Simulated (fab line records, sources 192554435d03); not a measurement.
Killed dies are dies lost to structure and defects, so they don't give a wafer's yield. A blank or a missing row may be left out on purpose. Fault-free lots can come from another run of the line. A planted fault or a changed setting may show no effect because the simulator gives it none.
Matching of chambers | flow n5 finfet | 4 sister chambers for N5_SD_EPI_N_ETCH_35 on rie diel-03
The step etches SOC in N2/H2, overetch 108 nm, time 486 s. 4 wafers are shown with their chamber, then 8 later ones without.

## EACH WAFER AND ITS CHAMBER
wafer  | chamber | showerhead plenum p Torr (Torr)
L079.4 | 3       | 2.54
L080.1 | 0       | 2.62
L084.6 | 2       | 2.70
L085.2 | 1       | 2.44

## WAFERS WITHOUT THEIR CHAMBER
wafer  | showerhead plenum p Torr (Torr)
L085.4 | 2.69
L085.5 | 2.44
L089.1 | 2.43
L089.3 | 2.53
L089.6 | 2.69
L097.2 | 2.43
L097.3 | 2.52
L097.6 | 2.43

## THE CHAMBER EACH PASSED THROUGH
wafer  | from the rows above | in truth
L085.4 | 2                   | 2
L085.5 | 1                   | 1
L089.1 | 1                   | 1
L089.3 | 3                   | 3
L089.6 | 2                   | 2
L097.2 | 1                   | 1
L097.3 | 3                   | 3
L097.6 | 1                   | 1
8 of 8 placed correctly. Not placeable from these rows: 0. 0 placed wrongly.
How it was worked out, from the rows above alone: a wafer's distance from a chamber is the root of the sum, over the readings, of the square of ((its reading less the chamber's mean) divided by the reading's scatter). If the next closest chamber is less than 2 further off than the closest, the wafer can't be placed; otherwise it belongs to the closest. For every chamber, the mean is computed from those of its wafers that are shown. The scatter: with one shown wafer a chamber, the root of the mean of the squares of how far each hidden wafer lies from its nearest shown one.
